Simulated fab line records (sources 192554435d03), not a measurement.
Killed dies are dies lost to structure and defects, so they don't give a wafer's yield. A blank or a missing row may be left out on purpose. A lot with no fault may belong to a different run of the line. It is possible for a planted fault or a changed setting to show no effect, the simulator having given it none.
One fault seen from 3 desks | flow n5 finfet | each desk has only its own numbers; what lay behind them comes last

THE DEFECT DESK
Per lot, the means of the sampled wafers with a number show what the inspections along the route counted. The brackets show how far a lot's mean lies from the usual mean; more than 4 standard deviations puts the lot out of limits, marked OUT.
Columns: A = raw defect count at N5_SD_EPI_N_INSPECT_11, usual 2.1
lot  | first seen here | A
L640 | day 3 12:47     | 2.3
L647 | day 5 06:01     | 1.0
L648 | day 5 12:21     | 1.7
L653 | day 7 02:24     | 2.3
L658 | day 8 21:05     | 2.7
This desk's verdict: no lot among the 5 shows anything out of limits.

FOR THE TOOL OWNER'S DESK: rie si-03
The tool's own readings at N5_SD_EPI_N_SD_RECESS_17 (chemistry HBr/Cl2/O2, target depth 41 nm, time 23.7 s, bt time 3 s): means of the sampled wafers that have a number, for each lot that ran on this tool. The brackets show how far a lot's mean lies from the usual mean; more than 4 standard deviations puts the lot out of limits, marked OUT.
Columns: A = drypump motor current A at N5_SD_EPI_N_SD_RECESS_17, usual 5.6 A; B = oes product au at N5_SD_EPI_N_SD_RECESS_17, usual 1.002 a.u.; C = throttle valve pct at N5_SD_EPI_N_SD_RECESS_17, usual 37.22 %
lot  | first seen here | A   | B     | C
L648 | day 5 13:04     | 5.6 | 0.997 | 37.10
L653 | day 7 04:47     | 5.9 | 0.986 | 37.02
This desk's verdict: no lot among the 2 shows anything out of limits.

AT THE METROLOGY DESK
What the gauges read for every lot (on any tool): the sampled wafers with a number, averaged. The brackets show how far a lot's mean lies from the usual mean; more than 4 standard deviations puts the lot out of limits, marked OUT.
Columns: A = cd nm at N5_SD_EPI_N_CD_MEAS_09, usual 120.0 nm; B = SD_N_BLK_OVL at N5_SD_EPI_N_OVL_MEAS_10, usual -0.4 nm
lot  | first seen here | A     | B
L640 | day 3 12:44     | 120.1 | -0.2
L647 | day 5 05:58     | 120.2 | -0.9
L648 | day 5 12:18     | 120.1 | 0.0
L653 | day 7 02:20     | 119.8 | -0.2
L658 | day 8 21:02     | 120.6 | -0.8
This desk's verdict: no lot among the 5 shows anything out of limits.

TAKEN TOGETHER
The defect desk saw nothing out of limits.
The tool owner's desk saw nothing out of limits.
The metrology desk saw nothing out of limits.

WHAT WAS PUT IN BY THE SIMULATOR
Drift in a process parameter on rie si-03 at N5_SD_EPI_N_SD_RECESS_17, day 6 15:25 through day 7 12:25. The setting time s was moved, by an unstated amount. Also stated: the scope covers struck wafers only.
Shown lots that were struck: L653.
